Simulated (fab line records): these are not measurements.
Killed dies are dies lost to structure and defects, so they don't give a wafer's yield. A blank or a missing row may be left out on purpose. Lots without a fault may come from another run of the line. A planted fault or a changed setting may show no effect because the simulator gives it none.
Matching of chambers | flow n5_finfet | 4 sister chambers for N5_BEOL_M1_CMP_52 on cmp-02
The step polishes, stops on SiOC, t overpolish 6.8 s, target thk 40 nm. 4 wafers are shown with their chamber, then 7 later ones without.

## WAFERS, EACH WITH ITS CHAMBER
wafer  | chamber | motor_current_A (A)
L086.4 | 3       | 5.7
L088.3 | 1       | 5.2
L091.3 | 0       | 6.1
L091.4 | 2       | 6.5

## WAFERS WITHOUT THEIR CHAMBER
wafer  | motor_current_A (A)
L091.5 | 5.7
L095.2 | 5.6
L095.5 | 6.2
L095.6 | 5.5
L096.1 | 6.5
L096.4 | 5.6
L096.6 | 5.7

## THE CHAMBER EACH PASSED THROUGH
wafer  | from the rows above     | in truth
L091.5 | 3                       | 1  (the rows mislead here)
L095.2 | 3                       | 3
L095.5 | can't be placed: 0 or 2 | 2
L095.6 | can't be placed: 3 or 1 | 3
L096.1 | 2                       | 2
L096.4 | 3                       | 3
L096.6 | 3                       | 3
Correct placement for 4 of the 7. These rows do not allow placing 2 (true chamber among the candidates in 2). 1 placed wrongly.
How it was worked out, from the rows above alone: a wafer's distance from a chamber is the root of the sum, over the readings, of the square of ((its reading less the chamber's mean) divided by the reading's scatter). If the next closest chamber is less than 2 further off than the closest, the wafer can't be placed; otherwise it belongs to the closest. The mean given for a chamber averages the wafers shown for that chamber. The scatter: root of mean squared gap, hidden wafer to nearest shown wafer, with one shown wafer a chamber.
